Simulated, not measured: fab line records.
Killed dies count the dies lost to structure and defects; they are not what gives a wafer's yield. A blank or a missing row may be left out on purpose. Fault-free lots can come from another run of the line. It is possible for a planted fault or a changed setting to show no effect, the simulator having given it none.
Chamber matching	flow n5 finfet	4 sister chambers for N5_BEOL_M1_ETCH_77 on rie diel-01
The step etches underlayer in N2/H2, target depth 6.5 nm, time 5.2 s. 4 wafers are shown with their chamber, then 11 later ones without.

WAFERS, EACH WITH ITS CHAMBER
wafer	chamber	drypump motor current A (A)
L084.6	3	5.9
L085.4	2	5.6
L085.6	1	6.4
L087.2	0	5.4

WAFERS MISSING THEIR CHAMBER
wafer	drypump motor current A (A)
L087.5	5.9
L087.6	5.4
L088.3	5.9
L088.4	5.4
L088.6	5.6
L091.1	6.5
L091.3	5.6
L091.6	6.5
L097.2	6.4
L097.4	5.9
L097.6	5.9

CHAMBER TAKEN BY EACH
wafer	from the rows above	in truth
L087.5	3	3
L087.6	0	0
L088.3	3	3
L088.4	0	0
L088.6	2	2
L091.1	1	1
L091.3	2	2
L091.6	1	1
L097.2	1	1
L097.4	3	3
L097.6	3	3
Correctly placed: 11 of 11. Can't be placed from these rows: 0. Wrongly placed: 0.
How it was worked out, from the rows above alone: a wafer's distance from a chamber is the root of the sum, over the readings, of the square of ((its reading less the chamber's mean) divided by the reading's scatter). The wafer belongs to the nearest chamber; if the next one is less than 2 further off, it can't be placed. The mean given for a chamber averages the wafers shown for that chamber. The scatter (one wafer shown for each chamber): square how far every hidden wafer sits from the nearest shown wafer, average those squares and take the square root.
